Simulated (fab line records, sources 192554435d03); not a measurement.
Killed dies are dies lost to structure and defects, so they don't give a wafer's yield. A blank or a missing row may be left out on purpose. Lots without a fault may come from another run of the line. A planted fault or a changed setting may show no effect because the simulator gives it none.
Chamber matching | flow n5_finfet | N5_BEOL_M8_CMP_52 on cmp-03: 4 sister chambers
The step polishes, stops on SiCOH lowk, t overpolish 6.9 s, target thk 80 nm. 18 wafers are shown with their chamber, then 9 later ones without.

WAFERS WITH THEIR CHAMBER
wafer  | chamber | motor_current_A (A) | time_to_endpoint_s (s) | barrier_field_endpoint_s (s)
L074.1 | 2       | 6.0                 | 59                     | 29.1
L074.2 | 3       | 5.1                 | 63                     | 29.7
L074.6 | 3       | 5.3                 | 66                     | 30.0
L075.2 | 1       | 6.6                 | 66                     | 29.5
L075.3 | 0       | 5.8                 | 66                     | 29.7
L075.5 | 2       | 6.2                 | 61                     | 28.9
L081.4 | 1       | 6.2                 | 68                     | 30.3
L081.5 | 3       | 5.3                 | 67                     | 30.1
L081.6 | 2       | 6.0                 | 59                     | 29.0
L083.1 | 3       | 5.2                 | 62                     | 28.9
L083.4 | 0       | 6.0                 | 65                     | 30.5
L083.5 | 3       | 5.6                 | 62                     | 29.6
L085.1 | 0       | 5.4                 | 67                     | 29.9
L085.2 | 3       | 5.2                 | 69                     | 30.1
L085.6 | 2       | 6.0                 | 61                     | 30.0
L086.2 | 0       | 5.8                 | 71                     | 30.2
L086.3 | 2       | 5.9                 | 63                     | 28.1
L086.4 | 3       | 5.4                 | 68                     | 29.9

SIGNATURES (means of the wafers above)
reading                  | chamber 0 | chamber 1 | chamber 2 | chamber 3 | scatter within a chamber
motor_current_A          | 5.750     | 6.400     | 6.020     | 5.300     | 0.185
time_to_endpoint_s       | 67.25     | 67.00     | 60.60     | 65.29     | 2.47
barrier_field_endpoint_s | 30.075    | 29.900    | 29.020    | 29.757    | 0.507
Rule: a wafer's distance from a chamber is the root of the sum, over the readings, of the square of ((its reading less the chamber's mean) divided by the reading's scatter). The wafer belongs to the nearest chamber; if the next one is less than 2 further off, it can't be placed. The scatter: the root of (the sum of the squares of (reading less its chamber's mean) over the shown wafers, divided by (wafers less chambers)).

WAFERS WITHOUT THEIR CHAMBER
wafer  | motor_current_A (A) | time_to_endpoint_s (s) | barrier_field_endpoint_s (s)
L089.2 | 6.4                 | 67                     | 28.6
L089.4 | 5.9                 | 67                     | 29.0
L089.5 | 5.8                 | 58                     | 28.7
L094.2 | 6.2                 | 67                     | 29.5
L094.3 | 5.4                 | 64                     | 29.0
L094.4 | 5.6                 | 68                     | 29.2
L097.2 | 6.2                 | 56                     | 27.6
L097.4 | 5.4                 | 60                     | 28.7
L097.6 | 5.3                 | 61                     | 28.9

WHICH CHAMBER EACH WENT THROUGH
wafer  | from the rows above               | in truth
L089.2 | can't be placed: 1 or 2           | 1
L089.4 | can't be placed: 0 or 2 or 1 or 3 | 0
L089.5 | 2                                 | 2
L094.2 | can't be placed: 1 or 0 or 2      | 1
L094.3 | can't be placed: 3 or 0 or 2      | 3
L094.4 | can't be placed: 0 or 3 or 2      | 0
L097.2 | 2                                 | 2
L097.4 | can't be placed: 3 or 2 or 0      | 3
L097.6 | can't be placed: 3 or 2 or 0      | 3
Placed correctly: 2 of 9. Can't be placed from these rows: 7 (the true chamber is among the candidates in 7). Placed wrongly: 0.
